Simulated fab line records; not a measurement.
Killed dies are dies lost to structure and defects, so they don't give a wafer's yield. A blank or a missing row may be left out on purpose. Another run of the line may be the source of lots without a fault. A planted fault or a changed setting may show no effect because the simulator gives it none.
fab line records || flow n5Finfet || part 2 of 2: steps 21 to 30 of 30
record {"lots": 5, "wafers": 15, "lastDay": 18}
route steps=1938 shown MOL_CONTACT_COAG@614 BEOL_M0_SAQP@632
lots that met no fault: taken from a fault-free run of the same line
startH: start of the lot's first displayed wafer, in hours after the record's first day || waitH: hours from the lot's prior step to this one || " identical to the entry in the row above || L1.1+2: a row that stands for several wafers || - no value, or no start given || * or withheld: withheld || < > ~ a bound
route shown NAME@n: names a module that has steps shown in the file, with the first one's number in the route || usual: mean/standard deviation of fault-free wafers || same: alike in all rows || chamber/n: place in a boat || sites: the reading at each site || _std_site: how widely they spread, as a standard deviation || _edge_site: outer sites' mean less inner sites' || radiusMm: how far each site lies from the wafer's centre || mask NAME#n: copy n || behind: the last tool/chamber to shape the wafer || hold: cause of the lot's hold/its duration in hours/its outcome || device: which transistor (n, p or np) failed to switch || end of line: the same wafers' tests at the end of the route || step lacking rows: just its recipe || killed: not the wafer's yield, but the dies lost to structure and defects at the first sort || map: shows each die of a wafer: x if killed, . if not, _ if none is there
set.NAME: setting as actually run; set.NAME@STEP: the setting as run at that earlier step || model.NAME: the simulator's own value behind a step, which no gauge read
certain route steps with their lots: each step a table, each wafer a row
services: a tool's chamber out of use, with start hour (startH, from the record's first day; less than 0 if before it), hours out, and reason
## steps
# step N5_BEOL_M0_SAQP_PECVD_03
# recipe {"material": "SiCN", "targetThkA": 120, "tempC": "withheld", "precursor": "3MS/NH3", "pressureTorr": 3, "rfW": 202, "timeS": 21.1}
# usual {"showerheadPlenumPTorr": "3.664/0.013", "throttleValvePct": "9.04/0.26"}
{"lot.wafer": "L074.1", "tool": "pecvd-03", "chamber": 1, "startH": 106.87, "waitH": 0.1, "showerheadPlenumPTorr": 3.660, "throttleValvePct": 8.53}
{"lot.wafer": "L074.2", "tool": "pecvd-03", "chamber": 0, "startH": 106.87, "waitH": 0.1, "showerheadPlenumPTorr": 3.682, "throttleValvePct": 9.59}
{"lot.wafer": "L074.4", "tool": "pecvd-03", "chamber": 1, "startH": 106.87, "waitH": 0.1, "showerheadPlenumPTorr": 3.673, "throttleValvePct": 9.14}
{"lot.wafer": "L079.4", "tool": "pecvd-03", "chamber": 2, "startH": 137.58, "waitH": 0.1, "showerheadPlenumPTorr": 3.675, "throttleValvePct": 8.89}
{"lot.wafer": "L079.5", "tool": "pecvd-03", "chamber": 0, "startH": 137.58, "waitH": 0.1, "showerheadPlenumPTorr": 3.667, "throttleValvePct": 9.14}
{"lot.wafer": "L079.6", "tool": "pecvd-03", "chamber": 1, "startH": 137.58, "waitH": 0.1, "showerheadPlenumPTorr": 3.664, "throttleValvePct": 8.88}
{"lot.wafer": "L081.3", "tool": "pecvd-03", "chamber": 2, "startH": 150.98, "waitH": 0.1, "showerheadPlenumPTorr": 3.675, "throttleValvePct": 8.92}
{"lot.wafer": "L081.4", "tool": "pecvd-03", "chamber": 0, "startH": 150.98, "waitH": 0.1, "showerheadPlenumPTorr": 3.674, "throttleValvePct": 9.26}
{"lot.wafer": "L081.6", "tool": "pecvd-03", "chamber": 2, "startH": 150.98, "waitH": 0.1, "showerheadPlenumPTorr": 3.666, "throttleValvePct": 8.71}
{"lot.wafer": "L086.1", "tool": "pecvd-03", "chamber": 0, "startH": 180.93, "waitH": 0.1, "showerheadPlenumPTorr": 3.673, "throttleValvePct": 9.58}
{"lot.wafer": "L086.4", "tool": "pecvd-03", "chamber": 2, "startH": 180.93, "waitH": 0.1, "showerheadPlenumPTorr": 3.671, "throttleValvePct": 9.08}
{"lot.wafer": "L086.6", "tool": "pecvd-03", "chamber": 0, "startH": 180.93, "waitH": 0.1, "showerheadPlenumPTorr": 3.670, "throttleValvePct": 9.23}
{"lot.wafer": "L096.2", "tool": "pecvd-03", "chamber": 0, "startH": 243.16, "waitH": 0.1, "showerheadPlenumPTorr": 3.676, "throttleValvePct": 9.57}
{"lot.wafer": "L096.3", "tool": "pecvd-03", "chamber": 1, "startH": 243.16, "waitH": 0.1, "showerheadPlenumPTorr": 3.677, "throttleValvePct": 8.74}
{"lot.wafer": "L096.6", "tool": "pecvd-03", "chamber": 2, "startH": 243.16, "waitH": 0.1, "showerheadPlenumPTorr": 3.671, "throttleValvePct": 9.43}
# step N5_BEOL_M0_SAQP_PECVD_96
# recipe {"material": "a-Si", "targetThkA": 450, "tempC": 350, "precursor": "SiH4/He", "pressureTorr": 3, "rfW": 100, "timeS": 45.2}
# usual {"heaterPowerW": "652/82", "showerheadPlenumPTorr": "5.66/0.051", "throttleValvePct": "18.1/0.43"}
{"lot.wafer": "L074.1", "tool": "pecvd-03", "chamber": 1, "startH": 106.90, "waitH": 0.0, "heaterPowerW": 721, "showerheadPlenumPTorr": 5.69, "throttleValvePct": 17.6}
{"lot.wafer": "L074.2", "tool": "pecvd-03", "chamber": 0, "startH": 106.90, "waitH": 0.0, "heaterPowerW": 615, "showerheadPlenumPTorr": 5.70, "throttleValvePct": 18.6}
{"lot.wafer": "L074.4", "tool": "pecvd-03", "chamber": 1, "startH": 106.90, "waitH": 0.0, "heaterPowerW": 716, "showerheadPlenumPTorr": 5.68, "throttleValvePct": 17.4}
{"lot.wafer": "L079.4", "tool": "pecvd-03", "chamber": 2, "startH": 137.62, "waitH": 0.0, "heaterPowerW": 710, "showerheadPlenumPTorr": 5.68, "throttleValvePct": 18.1}
{"lot.wafer": "L079.5", "tool": "pecvd-03", "chamber": 0, "startH": 137.62, "waitH": 0.0, "heaterPowerW": 649, "showerheadPlenumPTorr": 5.71, "throttleValvePct": 18.4}
{"lot.wafer": "L079.6", "tool": "pecvd-03", "chamber": 1, "startH": 137.62, "waitH": 0.0, "heaterPowerW": 589, "showerheadPlenumPTorr": 5.65, "throttleValvePct": 17.6}
{"lot.wafer": "L081.3", "tool": "pecvd-03", "chamber": 2, "startH": 151.01, "waitH": 0.0, "heaterPowerW": 706, "showerheadPlenumPTorr": 5.69, "throttleValvePct": 18.2}
{"lot.wafer": "L081.4", "tool": "pecvd-03", "chamber": 0, "startH": 151.01, "waitH": 0.0, "heaterPowerW": 602, "showerheadPlenumPTorr": 5.71, "throttleValvePct": 18.7}
{"lot.wafer": "L081.6", "tool": "pecvd-03", "chamber": 2, "startH": 151.01, "waitH": 0.0, "heaterPowerW": 684, "showerheadPlenumPTorr": 5.69, "throttleValvePct": 18.0}
{"lot.wafer": "L086.1", "tool": "pecvd-03", "chamber": 0, "startH": 180.96, "waitH": 0.0, "heaterPowerW": 606, "showerheadPlenumPTorr": 5.71, "throttleValvePct": 18.4}
{"lot.wafer": "L086.4", "tool": "pecvd-03", "chamber": 2, "startH": 180.96, "waitH": 0.0, "heaterPowerW": 712, "showerheadPlenumPTorr": 5.68, "throttleValvePct": 18.1}
{"lot.wafer": "L086.6", "tool": "pecvd-03", "chamber": 0, "startH": 180.96, "waitH": 0.0, "heaterPowerW": 618, "showerheadPlenumPTorr": 5.72, "throttleValvePct": 18.6}
{"lot.wafer": "L096.2", "tool": "pecvd-03", "chamber": 0, "startH": 243.19, "waitH": 0.0, "heaterPowerW": 567, "showerheadPlenumPTorr": 5.72, "throttleValvePct": 18.8}
{"lot.wafer": "L096.3", "tool": "pecvd-03", "chamber": 1, "startH": 243.19, "waitH": 0.0, "heaterPowerW": 713, "showerheadPlenumPTorr": 5.67, "throttleValvePct": 17.3}
{"lot.wafer": "L096.6", "tool": "pecvd-03", "chamber": 2, "startH": 243.19, "waitH": 0.0, "heaterPowerW": 716, "showerheadPlenumPTorr": 5.69, "throttleValvePct": 18.4}
# step N5_BEOL_M0_SAQP_PECVD_97
# recipe {"material": "SiNx", "targetThkA": 230, "tempC": 350, "precursor": "SiH4/NH3/N2", "pressureTorr": 1.5, "rfW": 300, "timeS": 19.9}
# usual {"heaterPowerW": "584/77", "showerheadPlenumPTorr": "5.14/0.069", "throttleValvePct": "39.8/0.96"}
{"lot.wafer": "L074.1", "tool": "pecvd-03", "chamber": 1, "startH": 106.94, "waitH": 0.0, "heaterPowerW": 567, "showerheadPlenumPTorr": 5.16, "throttleValvePct": 38.8}
{"lot.wafer": "L074.2", "tool": "pecvd-03", "chamber": 0, "startH": 106.94, "waitH": 0.0, "heaterPowerW": 491, "showerheadPlenumPTorr": 5.23, "throttleValvePct": 40.5}
{"lot.wafer": "L074.4", "tool": "pecvd-03", "chamber": 1, "startH": 106.94, "waitH": 0.0, "heaterPowerW": 576, "showerheadPlenumPTorr": 5.17, "throttleValvePct": 38.4}
{"lot.wafer": "L079.4", "tool": "pecvd-03", "chamber": 2, "startH": 137.66, "waitH": 0.0, "heaterPowerW": 661, "showerheadPlenumPTorr": 5.18, "throttleValvePct": 39.6}
{"lot.wafer": "L079.5", "tool": "pecvd-03", "chamber": 0, "startH": 137.66, "waitH": 0.0, "heaterPowerW": 514, "showerheadPlenumPTorr": 5.20, "throttleValvePct": 40.8}
{"lot.wafer": "L079.6", "tool": "pecvd-03", "chamber": 1, "startH": 137.66, "waitH": 0.0, "heaterPowerW": 601, "showerheadPlenumPTorr": 5.17, "throttleValvePct": 38.4}
{"lot.wafer": "L081.3", "tool": "pecvd-03", "chamber": 2, "startH": 151.06, "waitH": 0.0, "heaterPowerW": 604, "showerheadPlenumPTorr": 5.18, "throttleValvePct": 39.7}
{"lot.wafer": "L081.4", "tool": "pecvd-03", "chamber": 0, "startH": 151.06, "waitH": 0.0, "heaterPowerW": 603, "showerheadPlenumPTorr": 5.21, "throttleValvePct": 40.6}
{"lot.wafer": "L081.6", "tool": "pecvd-03", "chamber": 2, "startH": 151.06, "waitH": 0.0, "heaterPowerW": 596, "showerheadPlenumPTorr": 5.16, "throttleValvePct": 39.6}
{"lot.wafer": "L086.1", "tool": "pecvd-03", "chamber": 0, "startH": 181.01, "waitH": 0.0, "heaterPowerW": 605, "showerheadPlenumPTorr": 5.22, "throttleValvePct": 40.9}
{"lot.wafer": "L086.4", "tool": "pecvd-03", "chamber": 2, "startH": 181.01, "waitH": 0.0, "heaterPowerW": 692, "showerheadPlenumPTorr": 5.17, "throttleValvePct": 39.8}
{"lot.wafer": "L086.6", "tool": "pecvd-03", "chamber": 0, "startH": 181.01, "waitH": 0.0, "heaterPowerW": 592, "showerheadPlenumPTorr": 5.21, "throttleValvePct": 41.1}
{"lot.wafer": "L096.2", "tool": "pecvd-03", "chamber": 0, "startH": 243.24, "waitH": 0.0, "heaterPowerW": 554, "showerheadPlenumPTorr": 5.21, "throttleValvePct": 40.9}
{"lot.wafer": "L096.3", "tool": "pecvd-03", "chamber": 1, "startH": 243.24, "waitH": 0.0, "heaterPowerW": 632, "showerheadPlenumPTorr": 5.16, "throttleValvePct": 38.6}
{"lot.wafer": "L096.6", "tool": "pecvd-03", "chamber": 2, "startH": 243.24, "waitH": 0.0, "heaterPowerW": 663, "showerheadPlenumPTorr": 5.17, "throttleValvePct": 40.3}
# step N5_BEOL_M0_SAQP_PECVD_04
# recipe {"material": "a-Si", "targetThkA": 600, "tempC": 350, "precursor": "SiH4/He", "pressureTorr": 3, "rfW": 100, "timeS": 60.2}
# usual {"heaterPowerW": "653/82", "showerheadPlenumPTorr": "5.66/0.049", "throttleValvePct": "18.1/0.45"}
{"lot.wafer": "L074.1", "tool": "pecvd-03", "chamber": 1, "startH": 106.98, "waitH": 0.0, "heaterPowerW": 661, "showerheadPlenumPTorr": 5.68, "throttleValvePct": 17.5}
{"lot.wafer": "L074.2", "tool": "pecvd-03", "chamber": 0, "startH": 106.98, "waitH": 0.0, "heaterPowerW": 624, "showerheadPlenumPTorr": 5.70, "throttleValvePct": 18.3}
{"lot.wafer": "L074.4", "tool": "pecvd-03", "chamber": 1, "startH": 106.98, "waitH": 0.0, "heaterPowerW": 689, "showerheadPlenumPTorr": 5.66, "throttleValvePct": 17.4}
{"lot.wafer": "L079.4", "tool": "pecvd-03", "chamber": 2, "startH": 137.71, "waitH": 0.0, "heaterPowerW": 678, "showerheadPlenumPTorr": 5.67, "throttleValvePct": 18.2}
{"lot.wafer": "L079.5", "tool": "pecvd-03", "chamber": 0, "startH": 137.71, "waitH": 0.0, "heaterPowerW": 662, "showerheadPlenumPTorr": 5.71, "throttleValvePct": 18.6}
{"lot.wafer": "L079.6", "tool": "pecvd-03", "chamber": 1, "startH": 137.71, "waitH": 0.0, "heaterPowerW": 656, "showerheadPlenumPTorr": 5.67, "throttleValvePct": 17.6}
{"lot.wafer": "L081.3", "tool": "pecvd-03", "chamber": 2, "startH": 151.10, "waitH": 0.0, "heaterPowerW": 672, "showerheadPlenumPTorr": 5.70, "throttleValvePct": 18.2}
{"lot.wafer": "L081.4", "tool": "pecvd-03", "chamber": 0, "startH": 151.10, "waitH": 0.0, "heaterPowerW": 659, "showerheadPlenumPTorr": 5.72, "throttleValvePct": 18.4}
{"lot.wafer": "L081.6", "tool": "pecvd-03", "chamber": 2, "startH": 151.10, "waitH": 0.0, "heaterPowerW": 682, "showerheadPlenumPTorr": 5.68, "throttleValvePct": 17.9}
{"lot.wafer": "L086.1", "tool": "pecvd-03", "chamber": 0, "startH": 181.05, "waitH": 0.0, "heaterPowerW": 656, "showerheadPlenumPTorr": 5.71, "throttleValvePct": 18.7}
{"lot.wafer": "L086.4", "tool": "pecvd-03", "chamber": 2, "startH": 181.05, "waitH": 0.0, "heaterPowerW": 691, "showerheadPlenumPTorr": 5.68, "throttleValvePct": 18.1}
{"lot.wafer": "L086.6", "tool": "pecvd-03", "chamber": 0, "startH": 181.05, "waitH": 0.0, "heaterPowerW": 646, "showerheadPlenumPTorr": 5.72, "throttleValvePct": 18.3}
{"lot.wafer": "L096.2", "tool": "pecvd-03", "chamber": 0, "startH": 243.27, "waitH": 0.0, "heaterPowerW": 663, "showerheadPlenumPTorr": 5.71, "throttleValvePct": 18.8}
{"lot.wafer": "L096.3", "tool": "pecvd-03", "chamber": 1, "startH": 243.27, "waitH": 0.0, "heaterPowerW": 678, "showerheadPlenumPTorr": 5.68, "throttleValvePct": 17.5}
{"lot.wafer": "L096.6", "tool": "pecvd-03", "chamber": 2, "startH": 243.27, "waitH": 0.0, "heaterPowerW": 766, "showerheadPlenumPTorr": 5.68, "throttleValvePct": 18.5}
# step N5_BEOL_M0_SAQP_THK_MEAS_05
# usual {"thkNm": "60.1/0.9"}
{"lot.wafer": "L074.1", "tool": "filmMetro-02", "chamber": "-", "startH": 107.09, "waitH": 0.1, "thkNm": 59.1}
{"lot.wafer": "L074.2", "tool": "filmMetro-02", "chamber": "-", "startH": 107.09, "waitH": 0.1, "thkNm": 58.2}
{"lot.wafer": "L074.4", "tool": "filmMetro-02", "chamber": "-", "startH": 107.09, "waitH": 0.1, "thkNm": 60.4}
{"lot.wafer": "L079.4", "tool": "filmMetro-02", "chamber": "-", "startH": 137.78, "waitH": 0.0, "thkNm": 60.4}
{"lot.wafer": "L079.5", "tool": "filmMetro-02", "chamber": "-", "startH": 137.78, "waitH": 0.0, "thkNm": 59.5}
{"lot.wafer": "L079.6", "tool": "filmMetro-02", "chamber": "-", "startH": 137.78, "waitH": 0.0, "thkNm": 60.9}
{"lot.wafer": "L081.3", "tool": "filmMetro-02", "chamber": "-", "startH": 151.20, "waitH": 0.1, "thkNm": 59.4}
{"lot.wafer": "L081.4", "tool": "filmMetro-02", "chamber": "-", "startH": 151.20, "waitH": 0.1, "thkNm": 59.7}
{"lot.wafer": "L081.6", "tool": "filmMetro-02", "chamber": "-", "startH": 151.20, "waitH": 0.1, "thkNm": 60.3}
{"lot.wafer": "L086.1", "tool": "filmMetro-01", "chamber": "-", "startH": 181.14, "waitH": 0.1, "thkNm": 57.8}
{"lot.wafer": "L086.4", "tool": "filmMetro-01", "chamber": "-", "startH": 181.14, "waitH": 0.1, "thkNm": 59.4}
{"lot.wafer": "L086.6", "tool": "filmMetro-01", "chamber": "-", "startH": 181.14, "waitH": 0.1, "thkNm": 60.0}
{"lot.wafer": "L096.2", "tool": "filmMetro-02", "chamber": "-", "startH": 243.37, "waitH": 0.1, "thkNm": 59.0}
{"lot.wafer": "L096.3", "tool": "filmMetro-02", "chamber": "-", "startH": 243.37, "waitH": 0.1, "thkNm": 59.6}
{"lot.wafer": "L096.6", "tool": "filmMetro-02", "chamber": "-", "startH": 243.37, "waitH": 0.1, "thkNm": 60.2}
# step N5_BEOL_M0_SAQP_HM_DEP_111
# recipe {"material": "SiO2", "targetThkA": 120, "tempC": 400, "precursor": "SiH4/N2O", "pressureTorr": 0.75, "rfW": 275, "timeS": 7.2}
# usual {"heaterPowerW": "787/140", "showerheadPlenumPTorr": "8.15/0.13"}
{"lot.wafer": "L074.1", "tool": "pecvd-01", "chamber": 1, "startH": 107.14, "waitH": 0.0, "heaterPowerW": 896, "showerheadPlenumPTorr": 7.87}
{"lot.wafer": "L074.2", "tool": "pecvd-01", "chamber": 0, "startH": 107.14, "waitH": 0.0, "heaterPowerW": 759, "showerheadPlenumPTorr": 7.96}
{"lot.wafer": "L074.4", "tool": "pecvd-01", "chamber": 1, "startH": 107.14, "waitH": 0.0, "heaterPowerW": 887, "showerheadPlenumPTorr": 7.88}
{"lot.wafer": "L079.4", "tool": "pecvd-01", "chamber": 0, "startH": 137.84, "waitH": 0.1, "heaterPowerW": 700, "showerheadPlenumPTorr": 7.97}
{"lot.wafer": "L079.5", "tool": "pecvd-01", "chamber": 1, "startH": 137.84, "waitH": 0.1, "heaterPowerW": 801, "showerheadPlenumPTorr": 7.90}
{"lot.wafer": "L079.6", "tool": "pecvd-01", "chamber": 2, "startH": 137.84, "waitH": 0.1, "heaterPowerW": 1089, "showerheadPlenumPTorr": 7.99}
{"lot.wafer": "L081.3", "tool": "pecvd-02", "chamber": 0, "startH": 151.23, "waitH": 0.0, "heaterPowerW": 749, "showerheadPlenumPTorr": 8.29}
{"lot.wafer": "L081.4", "tool": "pecvd-02", "chamber": 2, "startH": 151.23, "waitH": 0.0, "heaterPowerW": 642, "showerheadPlenumPTorr": 8.28}
{"lot.wafer": "L081.6", "tool": "pecvd-02", "chamber": 1, "startH": 151.23, "waitH": 0.0, "heaterPowerW": 736, "showerheadPlenumPTorr": 8.07}
{"lot.wafer": "L086.1", "tool": "pecvd-01", "chamber": 0, "startH": 181.18, "waitH": 0.0, "heaterPowerW": 651, "showerheadPlenumPTorr": 7.97}
{"lot.wafer": "L086.4", "tool": "pecvd-01", "chamber": 2, "startH": 181.18, "waitH": 0.0, "heaterPowerW": 1038, "showerheadPlenumPTorr": 8.01}
{"lot.wafer": "L086.6", "tool": "pecvd-01", "chamber": 0, "startH": 181.18, "waitH": 0.0, "heaterPowerW": 647, "showerheadPlenumPTorr": 8.00}
{"lot.wafer": "L096.2", "tool": "pecvd-02", "chamber": 1, "startH": 243.41, "waitH": 0.0, "heaterPowerW": 726, "showerheadPlenumPTorr": 8.05}
{"lot.wafer": "L096.3", "tool": "pecvd-02", "chamber": 0, "startH": 243.41, "waitH": 0.0, "heaterPowerW": 657, "showerheadPlenumPTorr": 8.29}
{"lot.wafer": "L096.6", "tool": "pecvd-02", "chamber": 1, "startH": 243.41, "waitH": 0.0, "heaterPowerW": 694, "showerheadPlenumPTorr": 8.06}
# step N5_BEOL_M0_SAQP_COAT_81
# recipe {"resist": "SOC", "tempC": 250, "timeS": 60, "spinRpm": 1500, "resistThkNm": 100}
# usual {"heaterPowerTotalW": "500.3/1.8"}
{"lot.wafer": "L074.1", "tool": "lithoTrack-04", "chamber": 0, "startH": 107.21, "waitH": 0.1, "heaterPowerTotalW": 501.2}
{"lot.wafer": "L074.2", "tool": "lithoTrack-04", "chamber": 0, "startH": 107.21, "waitH": 0.1, "heaterPowerTotalW": 498.0}
{"lot.wafer": "L074.4", "tool": "lithoTrack-04", "chamber": 0, "startH": 107.21, "waitH": 0.1, "heaterPowerTotalW": 498.8}
{"lot.wafer": "L079.4", "tool": "lithoTrack-03", "chamber": 0, "startH": 137.89, "waitH": 0.0, "heaterPowerTotalW": 499.2}
{"lot.wafer": "L079.5", "tool": "lithoTrack-03", "chamber": 0, "startH": 137.89, "waitH": 0.0, "heaterPowerTotalW": 499.0}
{"lot.wafer": "L079.6", "tool": "lithoTrack-03", "chamber": 0, "startH": 137.89, "waitH": 0.0, "heaterPowerTotalW": 502.7}
{"lot.wafer": "L081.3", "tool": "lithoTrack-01", "chamber": 0, "startH": 151.31, "waitH": 0.1, "heaterPowerTotalW": 499.6}
{"lot.wafer": "L081.4", "tool": "lithoTrack-01", "chamber": 0, "startH": 151.31, "waitH": 0.1, "heaterPowerTotalW": 502.8}
{"lot.wafer": "L081.6", "tool": "lithoTrack-01", "chamber": 0, "startH": 151.31, "waitH": 0.1, "heaterPowerTotalW": 499.9}
{"lot.wafer": "L086.1", "tool": "lithoTrack-04", "chamber": 0, "startH": 181.25, "waitH": 0.1, "heaterPowerTotalW": 497.9}
{"lot.wafer": "L086.4", "tool": "lithoTrack-04", "chamber": 0, "startH": 181.25, "waitH": 0.1, "heaterPowerTotalW": 500.6}
{"lot.wafer": "L086.6", "tool": "lithoTrack-04", "chamber": 0, "startH": 181.25, "waitH": 0.1, "heaterPowerTotalW": 499.5}
{"lot.wafer": "L096.2", "tool": "lithoTrack-01", "chamber": 0, "startH": 243.52, "waitH": 0.1, "heaterPowerTotalW": 500.4}
{"lot.wafer": "L096.3", "tool": "lithoTrack-01", "chamber": 0, "startH": 243.52, "waitH": 0.1, "heaterPowerTotalW": 497.6}
{"lot.wafer": "L096.6", "tool": "lithoTrack-01", "chamber": 0, "startH": 243.52, "waitH": 0.1, "heaterPowerTotalW": 499.4}
# step N5_BEOL_M0_SAQP_COAT_82
# recipe {"resist": "SiARC", "tempC": 220, "timeS": 60, "spinRpm": 1500, "resistThkNm": 30}
# usual {"heaterPowerTotalW": "427.5/2.3"}
{"lot.wafer": "L074.1", "tool": "lithoTrack-04", "chamber": 0, "startH": "-", "waitH": "-", "heaterPowerTotalW": 429.1}
{"lot.wafer": "L074.2", "tool": "lithoTrack-04", "chamber": 0, "startH": "-", "waitH": "-", "heaterPowerTotalW": 425.8}
{"lot.wafer": "L074.4", "tool": "lithoTrack-04", "chamber": 0, "startH": "-", "waitH": "-", "heaterPowerTotalW": 425.7}
{"lot.wafer": "L079.4", "tool": "lithoTrack-03", "chamber": 0, "startH": "-", "waitH": "-", "heaterPowerTotalW": 427.4}
{"lot.wafer": "L079.5", "tool": "lithoTrack-03", "chamber": 0, "startH": "-", "waitH": "-", "heaterPowerTotalW": 430.9}
{"lot.wafer": "L079.6", "tool": "lithoTrack-03", "chamber": 0, "startH": "-", "waitH": "-", "heaterPowerTotalW": 428.8}
{"lot.wafer": "L081.3", "tool": "lithoTrack-01", "chamber": 0, "startH": "-", "waitH": "-", "heaterPowerTotalW": 425.6}
{"lot.wafer": "L081.4", "tool": "lithoTrack-01", "chamber": 0, "startH": "-", "waitH": "-", "heaterPowerTotalW": 425.6}
{"lot.wafer": "L081.6", "tool": "lithoTrack-01", "chamber": 0, "startH": "-", "waitH": "-", "heaterPowerTotalW": 429.9}
{"lot.wafer": "L086.1", "tool": "lithoTrack-04", "chamber": 0, "startH": "-", "waitH": "-", "heaterPowerTotalW": 426.7}
{"lot.wafer": "L086.4", "tool": "lithoTrack-04", "chamber": 0, "startH": "-", "waitH": "-", "heaterPowerTotalW": 427.5}
{"lot.wafer": "L086.6", "tool": "lithoTrack-04", "chamber": 0, "startH": "-", "waitH": "-", "heaterPowerTotalW": 428.6}
{"lot.wafer": "L096.2", "tool": "lithoTrack-01", "chamber": 0, "startH": "-", "waitH": "-", "heaterPowerTotalW": 430.4}
{"lot.wafer": "L096.3", "tool": "lithoTrack-01", "chamber": 0, "startH": "-", "waitH": "-", "heaterPowerTotalW": 426.4}
{"lot.wafer": "L096.6", "tool": "lithoTrack-01", "chamber": 0, "startH": "-", "waitH": "-", "heaterPowerTotalW": 430.9}
# step N5_BEOL_M0_SAQP_COAT_08
# recipe {"resist": "CAR-ArF", "spinRpm": 1500, "resistThkNm": 90}
{"lot.wafer": "L074.1+2+4", "tool": "lithoTrack-04", "chamber": 0, "startH": "-", "waitH": "-"}
{"lot.wafer": "L079.4+5+6", "tool": "lithoTrack-03", "chamber": 0, "startH": "-", "waitH": "-"}
{"lot.wafer": "L081.3+4+6", "tool": "lithoTrack-01", "chamber": 0, "startH": "-", "waitH": "-"}
{"lot.wafer": "L086.1+4+6", "tool": "lithoTrack-04", "chamber": 0, "startH": "-", "waitH": "-"}
{"lot.wafer": "L096.2+3+6", "tool": "lithoTrack-01", "chamber": 0, "startH": "-", "waitH": "-"}
# step N5_BEOL_M0_SAQP_EBR_10
# recipe {"solvent": "PGMEA", "ebrWidthMm": 1.5}
{"lot.wafer": "L074.1+2+4", "tool": "lithoTrack-04", "chamber": 0, "startH": "-", "waitH": "-"}
{"lot.wafer": "L079.4+5+6", "tool": "lithoTrack-03", "chamber": 0, "startH": "-", "waitH": "-"}
{"lot.wafer": "L081.3+4+6", "tool": "lithoTrack-01", "chamber": 0, "startH": "-", "waitH": "-"}
{"lot.wafer": "L086.1+4+6", "tool": "lithoTrack-04", "chamber": 0, "startH": "-", "waitH": "-"}
{"lot.wafer": "L096.2+3+6", "tool": "lithoTrack-01", "chamber": 0, "startH": "-", "waitH": "-"}
## services
{"tool": "rieDiel-05", "chamber": 2, "startH": 90.55, "hours": 4.2, "kind": "repair"}
{"tool": "pecvd-03", "chamber": 2, "startH": 92.75, "hours": 11.3, "kind": "repair"}
{"tool": "cmp-04", "chamber": "-", "startH": 103.02, "hours": 4.0, "kind": "pm"}
{"tool": "rieDiel-06", "chamber": 0, "startH": 107.86, "hours": 29.5, "kind": "repair"}
{"tool": "rieDiel-05", "chamber": 2, "startH": 112.56, "hours": 7.4, "kind": "repair"}
{"tool": "pvdSputter-03", "chamber": "-", "startH": 114.84, "hours": 6.2, "kind": "repair"}
{"tool": "cmp-01", "chamber": "-", "startH": 118.43, "hours": 9.1, "kind": "pm"}
{"tool": "pecvd-02", "chamber": "-", "startH": 128.27, "hours": 6.0, "kind": "pm"}
{"tool": "rieDiel-04", "chamber": 2, "startH": 130.36, "hours": 10.1, "kind": "repair"}
{"tool": "rieDiel-05", "chamber": 3, "startH": 134.08, "hours": 65.0, "kind": "repair"}
{"tool": "plasmaAsher-01", "chamber": "-", "startH": 149.21, "hours": 9.0, "kind": "repair"}
{"tool": "plasmaAsher-02", "chamber": "-", "startH": 150.35, "hours": 2.0, "kind": "repair"}
{"tool": "cvdW-02", "chamber": 0, "startH": 165.02, "hours": 1.3, "kind": "repair"}
{"tool": "rieDiel-05", "chamber": 1, "startH": 183.09, "hours": 9.7, "kind": "repair"}
{"tool": "pecvd-02", "chamber": "-", "startH": 183.88, "hours": 14.6, "kind": "pm"}
{"tool": "pecvd-01", "chamber": 2, "startH": 185.92, "hours": 28.9, "kind": "repair"}
{"tool": "cvdW-02", "chamber": "-", "startH": 196.79, "hours": 6.9, "kind": "pm"}
{"tool": "cmp-01", "chamber": "-", "startH": 199.59, "hours": 4.0, "kind": "pm"}
{"tool": "rieDiel-05", "chamber": 3, "startH": 209.61, "hours": 4.5, "kind": "repair"}
{"tool": "cmp-02", "chamber": "-", "startH": 212.30, "hours": 1.2, "kind": "repair"}
{"tool": "rieDiel-05", "chamber": 0, "startH": 223.81, "hours": 5.5, "kind": "repair"}
{"tool": "cmp-04", "chamber": "-", "startH": 226.17, "hours": 0.8, "kind": "repair"}
{"tool": "cvdW-01", "chamber": 1, "startH": 227.63, "hours": 6.2, "kind": "repair"}
{"tool": "cmp-02", "chamber": "-", "startH": 240.29, "hours": 1.6, "kind": "repair"}
